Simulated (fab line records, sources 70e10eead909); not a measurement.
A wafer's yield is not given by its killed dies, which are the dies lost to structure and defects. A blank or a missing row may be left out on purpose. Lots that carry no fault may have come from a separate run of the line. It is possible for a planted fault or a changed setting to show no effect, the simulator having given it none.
A lot that was struck, set against a sound lot + flow nand-harc + 40 steps out of a route of 1302
Sound: these wafers, L224.2, L224.3, L224.4. Struck: wafer L227.2 (L227.1, L227.3, from the same lot, were not struck and are left out); the cause is given at the end.
At each step with rows: each side's tool, then ch and its chambers, then its first start. Under that, the readings that differ: sound wafers + struck wafers + difference of the means + sigmas: that difference in standard deviations of wafers without a fault.
alike: same words and numbers on both sides, and readings whose means sit less than 2 such deviations apart. not compared: any withheld reading, any reading some wafer has no value for, any bound like >300 that may hide the same value, and any number with overlapping values for which the record gives no deviation.
A row with sigmas, a row that says differs or no value, or rows on one side alone: a step with any of these is where the two part. Numbers that don't overlap but have no deviation are shown without sigmas and don't part them. Lack of a reading on every wafer of one side parts them only where that side has two or more wafers.

NHARC_P_CONTACT_CD_MEAS_19:
  struck on cd-sem-02, day 10 15:19; sound on cd-sem-02, day 8 21:19
  alike: cd-nm
then, 9 steps without rows for these wafers: NHARC_P_CONTACT_STRIP_28 (strips in O2); NHARC_P_CONTACT_STRIP_29 (strips in post etch residue remover, time 1200 s); NHARC_P_CONTACT_DEGAS_38 (time 60 s); NHARC_P_CONTACT_PRE_CLEAN_39 (time 19.5 s); NHARC_P_CONTACT_PVD_32 (deposits Ti, target thk 5 nm, time 17.7 s); NHARC_P_CONTACT_ALD_22 (deposits TiN, target thk 3 nm, pulse time 1 s, ald cycles 150); NHARC_P_CONTACT_CVD_23 (deposits W, target thk 200 nm, time 557 s); NHARC_P_CONTACT_CMP_24 (polishes, t overpolish 30 s, target thk 200 nm); NHARC_P_CONTACT_SRD_26.
NHARC_P_CONTACT_INSPECT_27:
  struck on defect-inspect-01, day 10 17:32; sound on defect-inspect-01, day 8 23:32
  alike: raw-defect-count
NHARC_P_M0_DEP_00: deposits SiOC, target thk 150 nm.
  sound on pecvd-01 ch 1,2, day 8 23:40; struck on pecvd-01 ch 0,1,2, day 10 17:36
then, 9 steps without rows for these wafers: NHARC_P_M0_DEHYDRATE_01 (time 120 s); NHARC_P_M0_HMDS_02 (time 30 s); NHARC_P_M0_COAT_33 (time 65 s); NHARC_P_M0_COAT_03 (resist thk 90 nm); NHARC_P_M0_SOFTBAKE_04 (time 55 s); NHARC_P_M0_EBR_05; NHARC_P_M0_EXPOSE_06 (exposes mask P M0, target cd 90 nm); NHARC_P_M0_PEB_07 (peb time 65 s); NHARC_P_M0_DEVELOP_08 (develop time 35 s).
NHARC_P_M0_CD_MEAS_09: the cd target is 90 nm.
  sound on cd-sem-01 ch 0, day 9 00:27; struck on cd-sem-01 ch 0, day 10 18:19
  alike: cd-nm
NHARC_P_M0_OVL_MEAS_10: pitch 180 nm.
  struck on overlay-02, day 10 18:24; sound on overlay-02, day 9 00:32
  alike: overlay-x-nm, overlay-y-nm
NHARC_P_M0_INSPECT_11:
  struck on defect-inspect-01, day 10 18:26; sound on defect-inspect-01, day 9 00:34
  alike: raw-defect-count
then, 3 steps without rows for these wafers: NHARC_P_M0_DESCUM_14 (chemistry O2, time 3 s); NHARC_P_M0_ETCH_34 (etches the open film in N2/H2, target depth 40 nm, overetch 12 nm, time 43.94 s); NHARC_P_M0_ETCH_15 (etches the open film in C4F8/Ar, target depth 150 nm, overetch 15 nm, time 82.5 s).
NHARC_P_M0_CD_MEAS_16:
  struck on cd-sem-01, day 10 18:48; sound on cd-sem-03, day 9 00:56
  alike: cd-nm
NHARC_P_M0_STRIP_18: strips in N2/H2.
  sound on rie-diel-02 ch 0,1,3, day 9 01:01; struck on rie-diel-04 ch 3, day 10 18:53
| reading                | sound    | struck | difference | sigmas |
|------------------------|----------|--------|------------|--------|
| rf-hours-counter-h (h) | 25 23 22 | 14     | -9         |        |
  alike: chamber-pressure-mTorr, drypump-motor-current-A, oes-product-au, rf-vpp-V, showerhead-plenum-p-Torr, throttle-valve-pct
then, 3 steps without rows for these wafers: NHARC_P_M0_STRIP_19 (strips in post etch residue remover, time 600 s); NHARC_P_M0_DEGAS_28 (time 60 s); NHARC_P_M0_PRE_CLEAN_29 (time 30 s).
NHARC_P_M0_PVD_20: deposits TaN, target thk 5 nm, time 8.06 s.
  sound on pvd-sputter-01; struck on pvd-sputter-02
  alike: throttle-valve-pct
NHARC_P_M0_PVD_21: deposits Cu, target thk 30 nm, time 20.49 s.
  sound on pvd-sputter-01; struck on pvd-sputter-02
  alike: throttle-valve-pct
then, 1 step without rows for these wafers: NHARC_P_M0_ECD_22 (material Cu, target thk 400 nm).
NHARC_P_M0_ANNEAL_30: time 90 s.
  sound on rtp-anneal-02 ch 0, day 9 02:22; struck on rtp-anneal-02 ch 0, day 10 20:10
  alike: wafer_temp_C_max
NHARC_P_M0_CMP_23: polishes, t overpolish 20 s, target thk 117.54 nm.
  sound on cmp-01 ch 1,2,3, day 9 02:40; struck on cmp-01 ch 3, day 10 20:30
  alike: motor-current-A, time-to-endpoint-s
after that, 1 step had no rows for these wafers: NHARC_P_M0_SRD_25.
NHARC_P_M0_INSPECT_27:
  struck on defect-inspect-01, day 10 20:58; sound on defect-inspect-01, day 9 03:08
| reading          | sound       | struck | difference | sigmas |
|------------------|-------------|--------|------------|--------|
| raw-defect-count | 421 544 644 | 189    | -347       | -3     |
-- record jumps: 18 days between struck wafers' starts before vs after; left off in module P_M0, resumes in module END, first step shown is number 1302 of the route --
NHARC_END_SORT_01:
  sound on prober-01 ch 0, day 27 23:53; struck on prober-02 ch 0, day 28 22:35
| reading                  | sound | struck | difference | sigmas      |
|--------------------------|-------|--------|------------|-------------|
| defect-limited-yield (%) | 88.5  | 0      | -88        | -37         |
| killed-at-array          | 74    | 29     | -45        | -3          |
| killed-at-periphery      | 2     | 648    | +646       | +99 or more |
| killed-dies              | 78    | 677    | +599       | +37         |
| sort_bin_2_pct (%)       | 3.7   | 96.3   | +92.6      | +77         |
| sort_bin_3_pct (%)       | 1.0   | 0.3    | -0.7       | -2          |
| sort_bin_4_pct (%)       | 6.8   | 3.4    | -3.4       | -3          |
| sort-n-pass              | 599   | 0      | -599       | -37         |
| sort-rim-yield-pct (%)   | 92    | 0      | -92        | -21         |
| sort-yield-pct (%)       | 88.5  | 0      | -88        | -37         |
  alike: killed-at-other, killed-open, killed-short

WHERE THEY PART
Earliest at NHARC_P_M0_INSPECT_27; latest, in this record, at NHARC_END_SORT_01.

WHY: the cause the simulator had injected
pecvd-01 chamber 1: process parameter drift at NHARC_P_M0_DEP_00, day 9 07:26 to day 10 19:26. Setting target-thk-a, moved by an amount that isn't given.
